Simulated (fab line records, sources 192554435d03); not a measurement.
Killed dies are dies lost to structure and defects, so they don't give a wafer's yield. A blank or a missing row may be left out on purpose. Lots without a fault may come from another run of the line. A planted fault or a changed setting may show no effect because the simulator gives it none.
Chamber matching | flow n5_finfet | N5_BEOL_M3_CO_CAP_55 on cvd_co-01: 3 sister chambers
The step material Co, precursor CCTBA/H2, target thk 2 nm, time 102.1 s. 3 wafers are shown with their chamber, then 12 later ones without.

WAFERS WITH THEIR CHAMBER
wafer  | chamber | heater_power_w (W)
L082.1 | 0       | 212
L089.1 | 1       | 272
L089.5 | 2       | 225

WAFERS WITHOUT THEIR CHAMBER
wafer  | heater_power_w (W)
L090.1 | 268
L090.3 | 219
L090.4 | 266
L095.2 | 214
L095.3 | 220
L095.4 | 222
L096.2 | 227
L096.3 | 215
L096.6 | 224
L097.1 | 272
L097.5 | 268
L097.6 | 218

WHICH CHAMBER EACH WENT THROUGH
wafer  | from the rows above     | in truth
L090.1 | 1                       | 1
L090.3 | can't be placed: 2 or 0 | 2
L090.4 | 1                       | 1
L095.2 | 0                       | 0
L095.3 | can't be placed: 2 or 0 | 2
L095.4 | can't be placed: 2 or 0 | 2
L096.2 | 2                       | 2
L096.3 | can't be placed: 0 or 2 | 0
L096.6 | 2                       | 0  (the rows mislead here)
L097.1 | 1                       | 1
L097.5 | 1                       | 1
L097.6 | can't be placed: 0 or 2 | 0
Placed correctly: 6 of 12. Can't be placed from these rows: 5 (the true chamber is among the candidates in 5). Placed wrongly: 1.
How it was worked out, from the rows above alone: a wafer's distance from a chamber is the root of the sum, over the readings, of the square of ((its reading less the chamber's mean) divided by the reading's scatter). The wafer belongs to the nearest chamber; if the next one is less than 2 further off, it can't be placed. A chamber's mean is the mean of its shown wafers. The scatter: with one shown wafer a chamber, the root of the mean of the squares of how far each hidden wafer lies from its nearest shown one.
